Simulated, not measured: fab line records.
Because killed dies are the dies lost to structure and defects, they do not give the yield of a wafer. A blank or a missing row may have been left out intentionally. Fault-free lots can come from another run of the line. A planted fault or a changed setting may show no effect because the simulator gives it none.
Lot-split experiment / flow n5 finfet / route with 1938 steps; 7 lots, 21 wafers read

## ON THE SPLIT
At N5_BEOL_M8_ETCH_62 (etches SOC in N2/H2, target depth 110 nm, overetch 22 nm, time 165 s), the setting time s was moved away from the recipe's 165 s on 10 of the 21 wafers read, by -18.7% to +17.8%. All remaining wafers had this setting at the recipe value.

The reading is taken at the split's own step.

## THE READING
SiARC_of_BEOL_M8_COAT_60.thk nm (the simulator's own value, which no gauge read), in nm, at N5_BEOL_M8_ETCH_62 (etches SOC in N2/H2, target depth 110 nm, overetch 22 nm, time 165 s). There is no usual value for it anywhere in the file. Average 28.3 nm, standard deviation 0.25 nm, over the 11 wafers here run with the recipe.

wafer=L074.1; tool, chamber at the split=rie diel-05, 2; time s as run, s=134.1; against the recipe=-18.7%; SiARC_of_BEOL_M8_COAT_60.thk nm, nm=29.4; against lot-mates on the recipe=+1.2
wafer=L074.2; tool, chamber at the split=rie diel-05, 1; time s as run, s=165; against the recipe=recipe; SiARC_of_BEOL_M8_COAT_60.thk nm, nm=28.2; against lot-mates on the recipe=-
wafer=L074.5; tool, chamber at the split=rie diel-05, 0; time s as run, s=134.1; against the recipe=-18.7%; SiARC_of_BEOL_M8_COAT_60.thk nm, nm=29.6; against lot-mates on the recipe=+1.4
wafer=L079.1; tool, chamber at the split=rie diel-05, 3; time s as run, s=165; against the recipe=recipe; SiARC_of_BEOL_M8_COAT_60.thk nm, nm=28.2; against lot-mates on the recipe=-
wafer=L079.3; tool, chamber at the split=rie diel-05, 0; time s as run, s=194.4; against the recipe=+17.8%; SiARC_of_BEOL_M8_COAT_60.thk nm, nm=27.6; against lot-mates on the recipe=-0.6
wafer=L079.4; tool, chamber at the split=rie diel-05, 2; time s as run, s=194.4; against the recipe=+17.8%; SiARC_of_BEOL_M8_COAT_60.thk nm, nm=27.2; against lot-mates on the recipe=-1.0
wafer=L087.1; tool, chamber at the split=rie diel-05, 2,0; time s as run, s=165; against the recipe=recipe; SiARC_of_BEOL_M8_COAT_60.thk nm, nm=28.6; against lot-mates on the recipe=-
wafer=L087.4; tool, chamber at the split=rie diel-05, 2,0; time s as run, s=165; against the recipe=recipe; SiARC_of_BEOL_M8_COAT_60.thk nm, nm=28.6; against lot-mates on the recipe=-
wafer=L087.6; tool, chamber at the split=rie diel-05, 0; time s as run, s=165; against the recipe=recipe; SiARC_of_BEOL_M8_COAT_60.thk nm, nm=28.8; against lot-mates on the recipe=-
wafer=L089.3; tool, chamber at the split=rie diel-02, 0; time s as run, s=165; against the recipe=recipe; SiARC_of_BEOL_M8_COAT_60.thk nm, nm=28.2; against lot-mates on the recipe=-
wafer=L089.6; tool, chamber at the split=rie diel-02, 0; time s as run, s=165; against the recipe=recipe; SiARC_of_BEOL_M8_COAT_60.thk nm, nm=28.2; against lot-mates on the recipe=-
wafer=L089.5; tool, chamber at the split=rie diel-02, 3; time s as run, s=165; against the recipe=recipe; SiARC_of_BEOL_M8_COAT_60.thk nm, nm=28.4; against lot-mates on the recipe=-
wafer=L088.3; tool, chamber at the split=rie diel-06, 3; time s as run, s=181.1; against the recipe=+9.8%; SiARC_of_BEOL_M8_COAT_60.thk nm, nm=28; against lot-mates on the recipe=+0.0
wafer=L088.4; tool, chamber at the split=rie diel-06, 1; time s as run, s=165; against the recipe=recipe; SiARC_of_BEOL_M8_COAT_60.thk nm, nm=28; against lot-mates on the recipe=-
wafer=L088.5; tool, chamber at the split=rie diel-06, 3; time s as run, s=181.1; against the recipe=+9.8%; SiARC_of_BEOL_M8_COAT_60.thk nm, nm=27.8; against lot-mates on the recipe=-0.2
wafer=L094.1; tool, chamber at the split=rie diel-02, 0; time s as run, s=151.8; against the recipe=-8.0%; SiARC_of_BEOL_M8_COAT_60.thk nm, nm=28.6; against lot-mates on the recipe=+0.6
wafer=L094.2; tool, chamber at the split=rie diel-02, 2; time s as run, s=151.8; against the recipe=-8.0%; SiARC_of_BEOL_M8_COAT_60.thk nm, nm=28.8; against lot-mates on the recipe=+0.8
wafer=L094.4; tool, chamber at the split=rie diel-02, 1; time s as run, s=165; against the recipe=recipe; SiARC_of_BEOL_M8_COAT_60.thk nm, nm=28; against lot-mates on the recipe=-
wafer=L097.1; tool, chamber at the split=rie diel-02, 3; time s as run, s=175; against the recipe=+6.1%; SiARC_of_BEOL_M8_COAT_60.thk nm, nm=28; against lot-mates on the recipe=-0.2
wafer=L097.2; tool, chamber at the split=rie diel-02, 2; time s as run, s=165; against the recipe=recipe; SiARC_of_BEOL_M8_COAT_60.thk nm, nm=28.2; against lot-mates on the recipe=-
wafer=L097.6; tool, chamber at the split=rie diel-02, 1; time s as run, s=175; against the recipe=+6.1%; SiARC_of_BEOL_M8_COAT_60.thk nm, nm=27.8; against lot-mates on the recipe=-0.4
When a row names more than one chamber, that row covers several wafers, and the file does not tell which wafer ran in which chamber.

THE FIT
A straight line over all 21 wafers: SiARC_of_BEOL_M8_COAT_60.thk nm changes by -0.0558 nm for each +1% of time s; r = -0.92; the points scatter about the line by 0.22 nm.
The same after taking each lot's own level away (the mean of its wafers on the recipe; 21 wafers): -0.0553 nm for each +1%; r = -0.94; scatter 0.19 nm.
On that fit, the largest move of time s shifts the reading by 1 nm.
Measured against the standard deviation above, the lots' own levels, which go from 28.00 to 28.67 nm, span 2.7 times it.
Hence the lot-to-lot level has little effect on the slope; both slopes agree.
Check: +1.13 nm against its lot-mates is what the line predicts for one of the wafers moved furthest among these (-18.7%) when that wafer is left out of the fit. Against them it came out at +1.2 nm.

## ADDITIONAL SPLITS CARRIED BY THESE WAFERS
Before the reading, these wafers also passed through other splits. Each is held against what the fit with the lots' levels taken away leaves over:
other split on the same wafers=N5_BEOL_M2_ETCH_69 bias w; wafers away from the commonest value=9; r with SiARC_of_BEOL_M8_COAT_60.thk nm (lot level and that fit taken away)=+0.08
other split on the same wafers=N5_BEOL_M5_ETCH_72 bias w; wafers away from the commonest value=7; r with SiARC_of_BEOL_M8_COAT_60.thk nm (lot level and that fit taken away)=-0.23
other split on the same wafers=N5_BEOL_M5_COAT_66 spin rpm; wafers away from the commonest value=6; r with SiARC_of_BEOL_M8_COAT_60.thk nm (lot level and that fit taken away)=+0.20
other split on the same wafers=N5_BEOL_M6_PECVD_70 time s; wafers away from the commonest value=8; r with SiARC_of_BEOL_M8_COAT_60.thk nm (lot level and that fit taken away)=+0.16
other split on the same wafers=N5_BEOL_M7_ILD_DEP_00 time s; wafers away from the commonest value=8; r with SiARC_of_BEOL_M8_COAT_60.thk nm (lot level and that fit taken away)=+0.11

## THE WHOLE CHAIN: every reading that the file lists as answering this split, in the file's order
step=N5_BEOL_M8_ETCH_62; what it does=etches SOC in N2/H2, target depth 110 nm, overetch 22 nm, time 165 s; reading=SiARC_of_BEOL_M8_COAT_60.thk nm (the simulator's own value, which no gauge read); change (the file's fit)=-0.0544 nm for each +1% of the setting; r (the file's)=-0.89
step=N5_BEOL_M8_HM_OPEN_17; what it does=chemistry Cl2/BCl3, target TiN, target depth 20 nm, overetch 6 nm; reading=etch.depth nm (the simulator's own value, which no gauge read); change (the file's fit)=not straight: 20.15 at the lowest setting, 20.11 at the recipe, 17.1 at the highest; r (the file's)=not given

## FILE'S OWN FIT
SiARC_of_BEOL_M8_COAT_60.thk nm changes by -0.0544 nm for each +1% of time s, r = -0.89.
